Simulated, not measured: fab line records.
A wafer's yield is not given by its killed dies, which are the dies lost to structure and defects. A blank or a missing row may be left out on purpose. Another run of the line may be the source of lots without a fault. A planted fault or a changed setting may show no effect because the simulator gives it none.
Comparing a struck lot with a sound one / flow nand_harc / 15 steps out of a route of 1302
Sound: these wafers, L285.1, L285.4, L285.6. Struck: wafer L290.4 (left out: L290.5, a lot-mate that was not struck); the cause follows at the end.
Order at every step that has rows: each side's tool, ch and its chambers, its first start. Under that, the readings that differ: sound wafers / struck wafers / difference of the means / sigmas: that difference in standard deviations of wafers without a fault.
alike: words and numbers the same on both sides, and readings whose means are apart by under 2 such deviations; not compared: readings that were withheld, readings missing a value for some wafer, numbers with overlapping values and no deviation given by the record, and bounds like >300 which may hide the same value.
Wherever a step has rows on one side only, a row that says differs or no value, or a row with sigmas, the two part there. Numbers that don't overlap but have no deviation are shown without sigmas and don't part them. A reading that every wafer of one side lacks parts them only if that side has two wafers or more.

first, 1 step without rows for these wafers: NHARC_A_ONON_D1_DEP_03 (target thk 1000 nm).
NHARC_A_ONON_D1_THK_MEAS_05: measures by ellipsometry.
  sound on film_metro-02, day 12 07:56; struck on film_metro-02, day 14 05:37
reading=thk_nm (nm); sound=980 981 979; struck=1004; difference=+24; sigmas=+2
then, no rows for these wafers at 1 step: NHARC_A_ONON_D1_DEP_06 (target thk 1000 nm).
NHARC_A_ONON_D1_THK_MEAS_08: measures by ellipsometry.
  sound on film_metro-02, day 12 08:31; struck on film_metro-02, day 14 06:11
reading=thk_nm (nm); sound=1013 1015 1013; struck=993; difference=-21; sigmas=-2
then, no rows for these wafers at 1 step: NHARC_A_ONON_D1_DEP_09 (target thk 1000 nm).
NHARC_A_ONON_D1_THK_MEAS_11: measures by ellipsometry.
  sound on film_metro-01, day 12 09:05; struck on film_metro-02, day 14 06:46
reading=thk_nm (nm); sound=978 979 977; struck=1003; difference=+25; sigmas=+2
then, no rows for these wafers at 1 step: NHARC_A_ONON_D1_DEP_12 (target thk 1000 nm).
NHARC_A_ONON_D1_THK_MEAS_14: measures by ellipsometry.
  sound on film_metro-01, day 12 09:47; struck on film_metro-02, day 14 07:20
reading=thk_nm (nm); sound=994 993 993; struck=960; difference=-33; sigmas=-3
then, 2 steps without rows for these wafers: NHARC_A_ONON_D1_ANNEAL_15 (time 3600 s); NHARC_A_ONON_D1_DEP_16 (target thk 1000 nm).
NHARC_A_ONON_D1_THK_MEAS_18: measures by ellipsometry.
  sound on film_metro-02, day 12 17:35; struck on film_metro-02, day 14 15:11
  alike: thk_nm
NHARC_A_ONON_D1_DEP_19: target thk 1000 nm.
  sound on pecvd_onon-02 ch 0, day 12 17:39; struck on pecvd_onon-01 ch 0, day 14 15:25
  alike: n2_flow_sccm, sih4_flow_sccm
NHARC_A_ONON_D1_THK_MEAS_21: measures by ellipsometry.
  sound on film_metro-01, day 12 18:10; struck on film_metro-01, day 14 15:45
reading=thk_nm (nm); sound=1004 1005 1005; struck=1437; difference=+432; sigmas=+46
then, no rows for these wafers at 1 step: NHARC_A_ONON_D1_DEP_22 (target thk 1000 nm).
-- break in the record here, with 16 days between the starts of the struck wafers on either side (left off in module A_ONON_D1, picked up again in module END, where the first step shown is number 1302 on the route) --
NHARC_END_SORT_01:
  sound on prober-02 ch 0, day 29 10:58; struck on prober-02 ch 0, day 30 11:43
reading=killed_at_array; sound=40 47 41; struck=674; difference=+631; sigmas=+32
reading=killed_dies; sound=47 49 45; struck=677; difference=+630; sigmas=+33
  alike: killed_at_other, killed_at_periphery, killed_open, killed_short

== WHERE THEY PART ==
Earliest at NHARC_A_ONON_D1_THK_MEAS_05; latest, in this record, at NHARC_END_SORT_01.

WHY: the cause the simulator had injected
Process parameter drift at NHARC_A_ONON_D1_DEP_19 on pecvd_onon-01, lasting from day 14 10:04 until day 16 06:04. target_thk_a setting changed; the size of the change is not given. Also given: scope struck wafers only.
